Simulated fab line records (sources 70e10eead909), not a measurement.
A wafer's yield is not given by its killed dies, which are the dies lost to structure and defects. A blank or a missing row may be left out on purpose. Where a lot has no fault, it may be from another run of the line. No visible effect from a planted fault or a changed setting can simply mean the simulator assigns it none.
Chamber matching + flow nand-harc + NHARC_A_STAIRCASE_DESCUM_443 on rie-diel-13: 4 sister chambers
The step chemistry O2, time 3 s. 4 wafers are shown with their chamber, then 8 later ones without.

WAFERS PAIRED WITH THEIR CHAMBERS
| wafer  | chamber | showerhead-plenum-p-Torr (Torr) |
|--------|---------|---------------------------------|
| L076.5 | 1       | 2.05                            |
| L084.1 | 3       | 1.89                            |
| L084.4 | 0       | 1.95                            |
| L085.1 | 2       | 1.82                            |

WAFERS WITH NO CHAMBER GIVEN
| wafer  | showerhead-plenum-p-Torr (Torr) |
|--------|---------------------------------|
| L085.3 | 2.04                            |
| L085.5 | 1.89                            |
| L091.3 | 1.81                            |
| L091.5 | 1.89                            |
| L091.6 | 1.82                            |
| L093.2 | 2.04                            |
| L093.4 | 1.95                            |
| L093.6 | 1.89                            |

EACH ONE'S CHAMBER
| wafer  | from the rows above | in truth |
|--------|---------------------|----------|
| L085.3 | 1                   | 1        |
| L085.5 | 3                   | 3        |
| L091.3 | 2                   | 2        |
| L091.5 | 3                   | 3        |
| L091.6 | 2                   | 2        |
| L093.2 | 1                   | 1        |
| L093.4 | 0                   | 0        |
| L093.6 | 3                   | 3        |
Placed correctly: 8 of 8. Left unplaced by these rows: 0. 0 placed wrongly.
How it was worked out, from the rows above alone: a wafer's distance from a chamber is the root of the sum, over the readings, of the square of ((its reading less the chamber's mean) divided by the reading's scatter). If the next closest chamber is less than 2 further off than the closest, the wafer can't be placed; otherwise it belongs to the closest. Each chamber's mean is taken over the wafers shown for it. The scatter (one wafer shown for each chamber): square how far every hidden wafer sits from the nearest shown wafer, average those squares and take the square root.
